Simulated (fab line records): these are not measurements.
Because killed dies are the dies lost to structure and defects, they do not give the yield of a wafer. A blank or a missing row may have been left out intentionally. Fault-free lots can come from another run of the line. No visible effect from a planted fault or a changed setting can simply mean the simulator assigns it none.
Problem report, 8D (eight disciplines) form, completed by code + flow n5-finfet + the parts of the form that need people (team, actions taken, sign-off) are left out
Where a reading is given only as a bound, like >300, the bound stands for it, and a mean or a difference that rests on one is marked > or <: the true number lies beyond.

## 1. PROBLEM STATEMENT
raw-defect-count at N5_HKMG_FIN_INSPECT_14 reads a mean of >300 on 6 wafers of 2 lots; wafers without a fault read 2.0 with a standard deviation of 1.3. So: +99 or more standard deviations from the usual mean.
The step: inspects for defects (macro).
Earliest sighting: wafer L508.3 on defect-inspect-02 at day 7 08:05. Wafers with a number at this step in the record: 27, from 9 lots. The rule behind "out" and "out of limits": a value lying over 4 standard deviations away from the usual mean. The rest of the wafers with a number are treated as sound.

## 2. WHAT IT IS; WHAT IT IS NOT
| question                    | is                     | is not                                                              |
|-----------------------------|------------------------|---------------------------------------------------------------------|
| which readings at this step | raw-defect-count       | -                                                                   |
| which lots                  | L508, L512             | L497, L500, L503, L504, L506, L507, L519                            |
| which wafers of those lots  | all that have a number | -                                                                   |
| read on which gauges        | defect-inspect-02      | defect-inspect-01                                                   |
| when                        | from day 7 08:05       | up to then (18 sound wafers); but 3 sound wafers of L519 came after |

## 3. SUSPECTS, AND WHAT RULES EACH OUT
Counting: any tool at a process step up to the reading is kept as a suspect provided that every lot that is out went through it and no sound lot did after the first of them.
- the gauge at N5_HKMG_FIN_INSPECT_14 has been ruled out. All the wafers that are out were read on defect-inspect-02, but those of them that N5_PASSIVATION_PROBE_49 has rows for are out there too, on other tools.
- wet-bench-01 at N5_HKMG_FIN_WET_ETCH_78 (etches Al2O3 in dNH4OH, stops on La2O3, target depth 4.5 nm, rinse time 30 s): kept. It processed each lot that is out, first L508 at day 7 06:02, and no sound lot thereafter; up to then, the last sound lot it processed was L507 at day 6 16:57.
After counting, what remains is wet-bench-01 at N5_HKMG_FIN_WET_ETCH_78.

## 4. THE CAUSE (what the simulator had put in)
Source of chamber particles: wet-bench-01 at N5_HKMG_FIN_WET_ETCH_78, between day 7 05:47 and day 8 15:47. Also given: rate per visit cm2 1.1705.
Counting left only this tool.

## 5. SEQUENCE OF EFFECTS, ordered by route
One row per reading whose mean, taken over the struck wafers that have a number, lies over 3 standard deviations from the usual. Scope: only readings with a usual standard deviation given in the record; hours: median across lots of the time from each lot's start at the first step in this table that gives one to its start at this step; sigmas: change in usual standard deviations.
| hours | step                    | reading              | usual  | on struck wafers | change | sigmas      |
|-------|-------------------------|----------------------|--------|------------------|--------|-------------|
| 0     | N5_HKMG_FIN_INSPECT_14  | raw-defect-count     | 2.0    | >300             | >+298  | +99 or more |
| 186   | N5_PASSIVATION_PROBE_49 | defect-limited-yield | 91.5 % | 82.7             | -8.8   | -6.3        |
| 186   | N5_PASSIVATION_PROBE_49 | killed-at-front-end  | 38     | 141              | +103   | +8.6        |
| 186   | N5_PASSIVATION_PROBE_49 | killed-dies          | 100    | 205              | +105   | +6.6        |
| 186   | N5_PASSIVATION_PROBE_49 | sort_bin_5_function  | 5.0 %  | 11.3             | +6.3   | +6.5        |
| 186   | N5_PASSIVATION_PROBE_49 | sort-n-pass          | 1080   | 975              | -105   | -6.6        |
| 186   | N5_PASSIVATION_PROBE_49 | sort-yield-pct       | 91.5 % | 82.7             | -8.8   | -6.3        |
It contains these process steps:
- N5_PASSIVATION_PROBE_49
Later steps that measure or inspect, where all struck wafers having a row at the step show a number for every such reading and not one has moved that far: N5_BEOL_M4_RC_MEAS_101.

## 6. WHAT WOULD HAVE CAUGHT IT SOONER
The first out-of-limits reading at a measuring or inspecting step in this record came at day 7 08:05, 2 hours after the fault's start at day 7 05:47.
L512, from the lots that are out (2), started N5_HKMG_FIN_WET_ETCH_78 on wet-bench-01 later than day 7 08:05. Had the tool been put on hold then, it would have been spared.
